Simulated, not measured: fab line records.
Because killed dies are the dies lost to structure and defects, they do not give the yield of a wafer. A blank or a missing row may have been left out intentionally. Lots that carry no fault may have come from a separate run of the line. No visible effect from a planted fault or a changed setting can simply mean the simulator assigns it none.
Which of the tools did it? -- flow n5_finfet -- 10 lots, 27 wafers sampled, at 3 steps of a route of 1938

## WHAT THE GAUGES SHOWED, per wafer
N5_BEOL_M4_RC_MEAS_101.
lot,measured,on,IOFF_N (nA/um)
L885,day 7 22:33,prober-02,0.12 0.15 0.13
L887,day 8 12:54,prober-01,0.16 0.19 0.16
L889,day 8 21:28,prober-01,0.16 0.19 0.15
L890,day 9 10:14,prober-01,0.21 0.14 0.15
L897,day 11 03:25,prober-01,0.17 12.93 3.37
L899,day 11 13:05,prober-01,2.04 0.14
L901,day 12 07:55,prober-01,2.00 0.18
L905,day 13 18:14,prober-01,0.15 0.13 0.14
L906,day 13 21:04,prober-02,0.11 0.17
L907,day 14 00:46,prober-02,0.17 0.21 0.16

## WHICH TOOL RAN EACH LOT (tool, then ch and the chambers of the sampled wafers, then the start)
lot,N5_ZERO_LAYER_ETCH_17,N5_WELL_APT_EPI_41
L885,"rie_diel-02 ch 1,2,3, day 1 12:51","epi_rpcvd-02 ch 0, day 1 16:32"
L887,"rie_diel-01 ch 0,1,2, day 2 00:52","epi_rpcvd-02 ch 0, day 2 04:32"
L889,"rie_diel-06 ch 0,2,3, day 2 12:56","epi_rpcvd-03 ch 0, day 2 16:23"
L890,"rie_diel-02 ch 1,2,3, day 2 18:43","epi_rpcvd-02 ch 0, day 2 22:05"
L897,"rie_diel-02 ch 0,2,3, day 4 12:51","epi_rpcvd-02 ch 0, day 4 16:09"
L899,"rie_diel-01 ch 1,2, day 5 00:50","epi_rpcvd-02 ch 0, day 5 04:23"
L901,"rie_diel-02 ch 1,3, day 5 13:27","epi_rpcvd-02 ch 0, day 5 17:37"
L905,"rie_diel-06 ch 0,1,2, day 6 12:50","epi_rpcvd-03 ch 0, day 6 16:05"
L906,"rie_diel-01 ch 2,3, day 6 18:44","epi_rpcvd-01 ch 0, day 6 22:05"
L907,"rie_diel-02 ch 0,1,3, day 7 00:43","epi_rpcvd-01 ch 0, day 7 04:13"
- N5_ZERO_LAYER_ETCH_17: etches SiO2 in CF4, target depth 12 nm, time 13.3 s.
- N5_WELL_APT_EPI_41: deposits Si from SiH4/H2, target thk 50 nm, time 297.7 s.

## THE ANSWER, worked out from the rows above alone
Rule: the lots themselves supply what counts as usual. Put in order of their means at a reading, lots are off if they are a third of the lots or fewer, leave a main group of 4 or more, and stand apart from it by a gap of 3 or more times the standard deviation of the main group's means; of several such gaps the widest counts. The tables above print the reading to a certain number of digits; a main group whose means all agree to those digits is not used. Also off: a lot with no number at a reading for which 4 or more lots have one. The other lots that the step has rows for count as sound.
Off: L897, L899, L901, at N5_BEOL_M4_RC_MEAS_101 (IOFF_N). Main group: mean 0.16 nA/um, sd 0.017.
A tool fits if, at a process step before that reading, it ran every lot that is off, and no sound lot after the first of them. Those tools and the gauges at N5_BEOL_M4_RC_MEAS_101 are tried in the same way. One fits: epi_rpcvd-02 at N5_WELL_APT_EPI_41. A fault onset in the window from L890 (day 2 22:05, its last sound lot) to L897 (day 4 16:09, its first lot off) fits.

## WHAT THE SIMULATOR HAD PUT IN
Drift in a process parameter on epi_rpcvd-02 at N5_WELL_APT_EPI_41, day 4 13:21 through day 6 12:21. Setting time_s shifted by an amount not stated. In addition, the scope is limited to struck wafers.
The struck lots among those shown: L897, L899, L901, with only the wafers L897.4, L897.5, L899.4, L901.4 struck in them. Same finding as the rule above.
